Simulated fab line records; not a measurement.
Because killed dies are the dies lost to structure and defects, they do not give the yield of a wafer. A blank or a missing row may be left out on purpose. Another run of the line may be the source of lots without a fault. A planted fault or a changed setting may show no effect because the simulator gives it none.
Chamber matching    flow nand harc    NHARC_THIN_TSV_DESCUM_35 on rie diel-07: 4 sister chambers
The step chemistry O2, time 3 s. 8 wafers are shown with their chamber, then 7 later ones without.

== WAFERS WITH THEIR CHAMBER ==
wafer   chamber  drypump motor current A (A)  oes product au (a.u.)
L288.2  2        5.6                          0.999
L288.3  0        5.9                          1.013
L288.4  1        6.5                          0.990
L291.1  3        5.3                          1.012
L291.2  1        6.5                          0.978
L291.5  0        5.8                          1.016
L294.3  2        5.6                          0.996
L294.5  3        5.3                          1.004

== WAFERS MISSING THEIR CHAMBER ==
wafer   drypump motor current A (A)  oes product au (a.u.)
L294.6  5.6                          1.003
L301.1  6.5                          0.973
L301.2  5.8                          0.998
L301.3  5.3                          1.000
L300.3  5.3                          0.992
L300.4  5.6                          0.987
L300.6  5.8                          0.994

== THE CHAMBER EACH PASSED THROUGH ==
wafer   from the rows above      in truth
L294.6  2                        2
L301.1  1                        1
L301.2  0                        0
L301.3  3                        3
L300.3  3                        3
L300.4  2                        2
L300.6  can't be placed: 0 or 2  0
Correctly placed: 6 of 7. Cannot be placed on the basis of these rows: 1; the candidates contain the true chamber in 1. Wrongly placed: 0.
How it was worked out, from the rows above alone: a wafer's distance from a chamber is the root of the sum, over the readings, of the square of ((its reading less the chamber's mean) divided by the reading's scatter). If the next closest chamber is less than 2 further off than the closest, the wafer can't be placed; otherwise it belongs to the closest. The mean given for a chamber averages the wafers shown for that chamber. The scatter is the square root of a quotient: the sum, over the shown wafers, of each reading's squared deviation from its chamber's mean, divided by wafers minus chambers.
